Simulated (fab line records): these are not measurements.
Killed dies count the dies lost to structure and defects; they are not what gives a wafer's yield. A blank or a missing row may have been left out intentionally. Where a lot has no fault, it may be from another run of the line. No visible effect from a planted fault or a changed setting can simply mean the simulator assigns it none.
One fault seen from 2 desks :: flow nand harc :: each desk has only its own numbers; what lay behind them comes last

## DESK OF THE TOOL OWNER: rie diel-03
The tool's own readings at NHARC_A_STAIRCASE_ETCH_19 (etches the open film in C4F8/O2, target depth 100 nm, time 40.5 s): means of the sampled wafers that have a number, for each lot that ran on this tool. If a lot's mean is further than 4 standard deviations from the usual mean, the lot is out of limits and carries the mark OUT (the distance appears in the brackets).
Columns: A = oes product au at NHARC_A_STAIRCASE_ETCH_19, usual 0.941 a.u.; B = rf fwd power W at NHARC_A_STAIRCASE_ETCH_19, usual 592.4 W; C = rf vpp V at NHARC_A_STAIRCASE_ETCH_19, usual 896 V
lot: L542
first seen here: day 15 19:26
A: 0.943
B: 594.6
C: 903

lot: L544
first seen here: day 16 23:01
A: 0.952
B: 593.1
C: 898

lot: L547
first seen here: day 18 07:32
A: 0.933
B: 593.9
C: 899

lot: L549
first seen here: day 18 17:52
A: 0.943
B: 595.3
C: 896

lot: L554
first seen here: day 20 12:50
A: 0.948
B: 594.5
C: 898

lot: L557
first seen here: day 22 17:55
A: 0.940
B: 591.7
C: 893

lot: L560
first seen here: day 23 00:01
A: 0.929
B: 593.4
C: 895
Finding of this desk: none of the 7 lots has anything out of limits.

## METROLOGY DESK
What the gauges read for every lot (on any tool): the sampled wafers with a number, averaged. If a lot's mean is further than 4 standard deviations from the usual mean, the lot is out of limits and carries the mark OUT (the distance appears in the brackets).
Columns: A = overlay x nm at NHARC_HYBRID_BOND_OVL_MEAS_05, usual -2 nm; B = overlay y nm at NHARC_HYBRID_BOND_OVL_MEAS_05, usual 4 nm; C = cd nm at NHARC_THIN_TSV_CD_MEAS_37, usual 5001.1 nm
lot: L542
first seen here: day 23 21:33
A: -6
B: 16
C: 5005.0

lot: L543
first seen here: day 24 05:23
A: 13
B: -3
C: 4998.7

lot: L545
first seen here: day 24 13:26
A: -19
B: -25
C: 4999.4

lot: L544
first seen here: day 24 17:19
A: -4
B: -30
C: 5002.4

lot: L547
first seen here: day 26 09:43
A: 24
B: 5
C: 5003.5

lot: L549
first seen here: day 26 19:04
A: -34
B: 18
C: 5003.1

lot: L550
first seen here: day 26 19:04
A: 8
B: 16
C: 5003.7

lot: L553
first seen here: day 28 07:02
A: -16
B: -3
C: 5001.9

lot: L552
first seen here: day 28 11:26
A: 17
B: 40
C: 5000.3

lot: L554
first seen here: day 28 11:26
A: -14
B: 1
C: 5001.9

lot: L557
first seen here: day 30 11:19
A: 15
B: 21
C: 4998.5

lot: L560
first seen here: day 30 17:26
A: 8
B: 11
C: 4999.3
Finding of this desk: none of the 12 lots has anything out of limits.

## TAKEN TOGETHER
The tool owner's desk saw nothing out of limits.
At the metrology desk, nothing out of limits was observed.

## WHAT THE SIMULATOR PUT IN
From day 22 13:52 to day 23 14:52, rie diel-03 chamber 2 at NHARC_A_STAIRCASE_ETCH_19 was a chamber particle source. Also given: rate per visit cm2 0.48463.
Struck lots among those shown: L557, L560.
